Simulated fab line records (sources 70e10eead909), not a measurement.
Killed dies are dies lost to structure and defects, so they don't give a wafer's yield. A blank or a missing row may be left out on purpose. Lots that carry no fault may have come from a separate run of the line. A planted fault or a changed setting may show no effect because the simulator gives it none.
Matching of chambers    flow nandHarc    4 sister chambers for NHARC_A_STAIRCASE_ETCHBACK_422 on rieDiel-02
The step etches the open film in CH3F/O2, target depth 40 nm, time 74.286 s. 7 wafers are shown with their chamber, then 8 later ones without.

## WAFERS WITH THEIR CHAMBER
wafer   chamber  showerheadPlenumPTorr (Torr)  rfVppV (V)
L667.2  2        2.30                          241.8
L673.3  3        2.40                          243.8
L673.6  1        2.35                          243.4
L675.1  3        2.40                          243.3
L675.2  0        2.63                          247.1
L675.4  1        2.34                          242.5
L674.1  0        2.63                          245.8

## WAFERS WITH NO CHAMBER GIVEN
wafer   showerheadPlenumPTorr (Torr)  rfVppV (V)
L674.4  2.40                          243.8
L674.6  2.34                          242.1
L676.1  2.63                          247.0
L676.3  2.40                          243.3
L676.5  2.34                          240.7
L678.1  2.34                          242.3
L678.4  2.29                          242.8
L678.5  2.40                          243.7

## WHICH CHAMBER EACH WENT THROUGH
wafer   from the rows above  in truth
L674.4  3                    3
L674.6  1                    1
L676.1  0                    0
L676.3  3                    3
L676.5  1                    1
L678.1  1                    1
L678.4  2                    2
L678.5  3                    3
8 of 8 placed correctly. Not placeable from these rows: 0. Placed wrongly: 0.
How it was worked out, from the rows above alone: a wafer's distance from a chamber is the root of the sum, over the readings, of the square of ((its reading less the chamber's mean) divided by the reading's scatter). The wafer belongs to the nearest chamber; if the next one is less than 2 further off, it can't be placed. A chamber's mean is the mean of its shown wafers. The scatter is the square root of a quotient: the sum, over the shown wafers, of each reading's squared deviation from its chamber's mean, divided by wafers minus chambers.
